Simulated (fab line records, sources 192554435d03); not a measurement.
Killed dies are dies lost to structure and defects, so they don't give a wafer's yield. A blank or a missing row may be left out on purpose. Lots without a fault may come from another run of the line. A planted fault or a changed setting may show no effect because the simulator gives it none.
Which tool did it? | flow n5_finfet | 12 lots, 36 wafers sampled, at 6 steps of a route of 1938

WHAT THE GAUGES READ, wafer by wafer
N5_BEOL_M3_THK_MEAS_53: measures by xrf.
lot  | measured     | on            | M3_THK (nm)
L075 | day 7 23:53  | film_metro-02 | 40.9 40.3 41.9
L077 | day 8 01:43  | film_metro-01 | 38.7 39.2 40.5
L079 | day 8 17:07  | film_metro-01 | 41.4 42.1 40.8
L082 | day 9 07:38  | film_metro-02 | 39.5 38.4 40.3
L083 | day 9 13:07  | film_metro-02 | 39.4 42.4 42.6
L085 | day 10 03:08 | film_metro-02 | 40.5 39.9 41.1
L087 | day 10 19:01 | film_metro-01 | 42.1 41.6 41.8
L089 | day 11 10:48 | film_metro-02 | 38.6 41.1 41.4
L091 | day 11 20:42 | film_metro-01 | 38.0 40.8 42.0
L092 | day 12 00:37 | film_metro-01 | 37.6 36.4 39.5
L095 | day 12 11:41 | film_metro-01 | 38.3 39.8 40.8
L096 | day 13 05:22 | film_metro-01 | 39.6 37.6 40.6

WHICH TOOL RAN EACH LOT (tool, then ch and the chambers of the sampled wafers, then the start)
lot  | N5_BEOL_M3_DESCUM_16               | N5_BEOL_M3_ETCH_63                 | N5_BEOL_M3_DESCUM_33               | N5_BEOL_M3_DEGAS_44          | N5_BEOL_M3_SPUTTER_96
L075 | rie_diel-03 ch 0,2,3, day 7 06:55  | rie_diel-03 ch 0,2,3, day 7 06:58  | rie_diel-03 ch 0,2,3, day 7 07:47  | pvd_sputter-03, day 7 20:14  | pvd_sputter-02, day 7 23:05
L077 | rie_diel-05 ch 1,2, day 7 16:46    | rie_diel-05 ch 1,2, day 7 16:49    | rie_diel-05 ch 0,1,2, day 7 17:44  | pvd_sputter-03, day 7 21:21  | pvd_sputter-02, day 8 00:56
L079 | rie_diel-05 ch 0,2,3, day 8 10:53  | rie_diel-05 ch 0,2,3, day 8 10:56  | rie_diel-03 ch 0,1,3, day 8 11:54  | pvd_sputter-03, day 8 14:00  | pvd_sputter-01, day 8 16:19
L082 | rie_diel-03 ch 0,1,2, day 8 21:16  | rie_diel-03 ch 0,1,2, day 8 21:20  | rie_diel-03 ch 0,1, day 8 22:26    | pvd_sputter-02, day 9 04:24  | pvd_sputter-02, day 9 06:50
L083 | rie_diel-05 ch 0,2, day 9 02:27    | rie_diel-05 ch 0,2, day 9 02:30    | rie_diel-05 ch 0,3, day 9 03:21    | pvd_sputter-02, day 9 09:32  | pvd_sputter-02, day 9 12:19
L085 | rie_diel-03 ch 0,1, day 9 18:22    | rie_diel-03 ch 0,1, day 9 18:25    | rie_diel-05 ch 0,1,2, day 9 19:26  | pvd_sputter-02, day 9 23:44  | pvd_sputter-03, day 10 02:20
L087 | rie_diel-05 ch 0,1, day 10 05:59   | rie_diel-05 ch 0,1, day 10 06:02   | rie_diel-03 ch 0,1,2, day 10 07:04 | pvd_sputter-01, day 10 15:49 | pvd_sputter-01, day 10 18:14
L089 | rie_diel-05 ch 1,2, day 11 04:10   | rie_diel-05 ch 1,2, day 11 04:13   | rie_diel-03 ch 0,1,3, day 11 05:11 | pvd_sputter-01, day 11 07:30 | pvd_sputter-01, day 11 10:00
L091 | rie_diel-06 ch 0,2, day 11 09:16   | rie_diel-06 ch 0,2, day 11 09:19   | rie_diel-06 ch 0,3, day 11 10:08   | pvd_sputter-02, day 11 16:11 | pvd_sputter-01, day 11 19:41
L092 | rie_diel-05 ch 0,1,2, day 11 14:35 | rie_diel-05 ch 0,1,2, day 11 14:38 | rie_diel-06 ch 1,3, day 11 15:44   | pvd_sputter-02, day 11 20:25 | pvd_sputter-03, day 11 22:56
L095 | rie_diel-06 ch 0,1,2, day 12 04:54 | rie_diel-06 ch 0,1,2, day 12 04:57 | rie_diel-06 ch 0,3, day 12 05:48   | pvd_sputter-03, day 12 08:07 | pvd_sputter-03, day 12 10:43
L096 | rie_diel-05 ch 0,1,3, day 12 18:08 | rie_diel-05 ch 0,1,3, day 12 18:11 | rie_diel-06 ch 1,2, day 12 19:25   | pvd_sputter-03, day 12 23:52 | pvd_sputter-01, day 13 03:58
- N5_BEOL_M3_DESCUM_16: chemistry O2, time 7 s.
- N5_BEOL_M3_ETCH_63: etches SiARC in CF4, target depth 15.6 nm, time 26 s.
- N5_BEOL_M3_DESCUM_33: chemistry O2, time 7 s.
- N5_BEOL_M3_DEGAS_44: time 60 s.
- N5_BEOL_M3_SPUTTER_96: material Cu, target thk 4.5 nm, time 8.29 s.

THE ANSWER, worked out from the rows above alone
Rule: what is usual is taken from the lots themselves. Put in order of their means at a reading, lots are off if they are a third of the lots or fewer, leave a main group of 4 or more, and stand apart from it by a gap of 3 or more times the standard deviation of the main group's means; of several such gaps the widest counts. A main group whose means are all the same, to the digits that the tables above print for the reading, isn't used. A lot without any number at a reading at which 4 lots or more have one is off too. The other lots that the step has rows for count as sound.
No lot is off at any reading shown: from this, nothing can be told.

WHAT THE SIMULATOR HAD PUT IN
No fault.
